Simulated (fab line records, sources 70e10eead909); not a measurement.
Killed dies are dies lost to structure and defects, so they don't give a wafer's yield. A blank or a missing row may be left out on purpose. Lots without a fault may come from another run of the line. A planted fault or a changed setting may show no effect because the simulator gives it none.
Chamber matching | flow nand_harc | NHARC_A_STAIRCASE_TRIM_220 on rie_diel-09: 4 sister chambers
The step chemistry O2, time 211.2 s. 20 wafers are shown with their chamber, then 10 later ones without.

WAFERS WITH THEIR CHAMBER
wafer  | chamber | drypump_motor_current_A (A) | showerhead_plenum_p_Torr (Torr) | oes_product_au (a.u.)
L074.1 | 0       | 6.0                         | 3.77                            | 0.988
L074.3 | 3       | 5.4                         | 3.45                            | 1.005
L074.6 | 1       | 5.9                         | 3.42                            | 1.009
L077.1 | 3       | 5.4                         | 3.45                            | 1.002
L077.2 | 1       | 5.9                         | 3.41                            | 1.006
L077.3 | 0       | 6.0                         | 3.76                            | 0.992
L078.2 | 0       | 6.0                         | 3.76                            | 0.984
L078.4 | 2       | 6.2                         | 3.65                            | 1.001
L078.6 | 2       | 6.2                         | 3.64                            | 1.006
L081.2 | 3       | 5.3                         | 3.44                            | 1.005
L081.4 | 1       | 5.9                         | 3.40                            | 1.009
L081.5 | 3       | 5.4                         | 3.44                            | 1.010
L082.2 | 3       | 5.4                         | 3.43                            | 0.995
L082.4 | 3       | 5.3                         | 3.43                            | 0.997
L082.6 | 0       | 6.0                         | 3.76                            | 0.978
L087.1 | 3       | 5.4                         | 3.43                            | 0.989
L087.3 | 0       | 6.0                         | 3.75                            | 0.987
L087.6 | 3       | 5.4                         | 3.43                            | 0.993
L092.3 | 0       | 6.0                         | 3.74                            | 0.982
L092.5 | 1       | 5.9                         | 3.39                            | 0.986

SIGNATURES (means of the wafers above)
reading                  | chamber 0 | chamber 1 | chamber 2 | chamber 3 | scatter within a chamber
drypump_motor_current_A  | 6.000     | 5.900     | 6.200     | 5.375     | 0.0306
showerhead_plenum_p_Torr | 3.7567    | 3.4050    | 3.6450    | 3.4375    | 0.0101
oes_product_au           | 0.98517   | 1.00250   | 1.00350   | 0.99950   | 0.00732
Rule: a wafer's distance from a chamber is the root of the sum, over the readings, of the square of ((its reading less the chamber's mean) divided by the reading's scatter). The wafer belongs to the nearest chamber; if the next one is less than 2 further off, it can't be placed. The scatter: the root of (the sum of the squares of (reading less its chamber's mean) over the shown wafers, divided by (wafers less chambers)).

WAFERS WITHOUT THEIR CHAMBER
wafer  | drypump_motor_current_A (A) | showerhead_plenum_p_Torr (Torr) | oes_product_au (a.u.)
L092.6 | 6.2                         | 3.62                            | 0.993
L093.1 | 6.2                         | 3.62                            | 0.991
L093.3 | 5.4                         | 3.41                            | 1.025
L093.6 | 6.2                         | 3.62                            | 0.993
L095.2 | 5.9                         | 3.39                            | 1.004
L095.3 | 5.3                         | 3.41                            | 1.017
L095.5 | 6.2                         | 3.62                            | 0.984
L097.2 | 6.2                         | 3.61                            | 0.979
L097.4 | 5.3                         | 3.41                            | 1.026
L097.6 | 5.4                         | 3.41                            | 1.018

WHICH CHAMBER EACH WENT THROUGH
wafer  | from the rows above | in truth
L092.6 | 2                   | 2
L093.1 | 2                   | 2
L093.3 | 3                   | 3
L093.6 | 2                   | 2
L095.2 | 1                   | 1
L095.3 | 3                   | 3
L095.5 | 2                   | 2
L097.2 | 2                   | 2
L097.4 | 3                   | 3
L097.6 | 3                   | 3
Placed correctly: 10 of 10. Can't be placed from these rows: 0. Placed wrongly: 0.
